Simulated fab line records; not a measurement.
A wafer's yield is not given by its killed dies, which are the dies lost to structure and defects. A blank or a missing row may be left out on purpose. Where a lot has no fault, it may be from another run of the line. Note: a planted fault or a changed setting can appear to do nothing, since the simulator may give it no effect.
Chamber matching    flow n5 finfet    4 sister chambers for N5_FIN_SAQP_MANDREL_ETCH_58 on rie si-05
The step etches a-Si in HBr/Cl2, stops on SiNx, target depth 45 nm, bt time 10 s, time 27 s. 8 wafers are shown with their chamber, then 9 later ones without.

== WAFERS PAIRED WITH THEIR CHAMBERS ==
wafer   chamber  throttle valve pct (%)  drypump motor current A (A)
L085.2  1        34.99                   6.4
L086.5  3        35.56                   5.9
L087.3  0        35.40                   6.3
L087.4  1        34.98                   6.5
L087.5  3        35.58                   5.9
L088.1  2        35.54                   5.7
L088.4  0        35.43                   6.3
L088.5  2        35.53                   5.7

== WAFERS WITHOUT THEIR CHAMBER ==
wafer   throttle valve pct (%)  drypump motor current A (A)
L089.1  35.53                   5.6
L089.2  34.99                   6.4
L089.6  35.53                   5.7
L090.3  35.42                   6.3
L090.4  34.98                   6.4
L090.5  35.52                   5.7
L092.1  34.98                   6.4
L092.2  35.58                   5.9
L092.5  35.58                   5.9

== EACH ONE'S CHAMBER ==
wafer   from the rows above  in truth
L089.1  2                    2
L089.2  1                    1
L089.6  2                    2
L090.3  0                    0
L090.4  1                    1
L090.5  2                    2
L092.1  1                    1
L092.2  3                    3
L092.5  3                    3
Correct placement for 9 of the 9. Left unplaced by these rows: 0. 0 placed wrongly.
How it was worked out, from the rows above alone: a wafer's distance from a chamber is the root of the sum, over the readings, of the square of ((its reading less the chamber's mean) divided by the reading's scatter). The wafer belongs to the nearest chamber; if the next one is less than 2 further off, it can't be placed. For every chamber, the mean is computed from those of its wafers that are shown. The scatter: take each reading less its chamber's mean, square it, sum over the shown wafers, divide by the number of wafers less the number of chambers, and take the root.
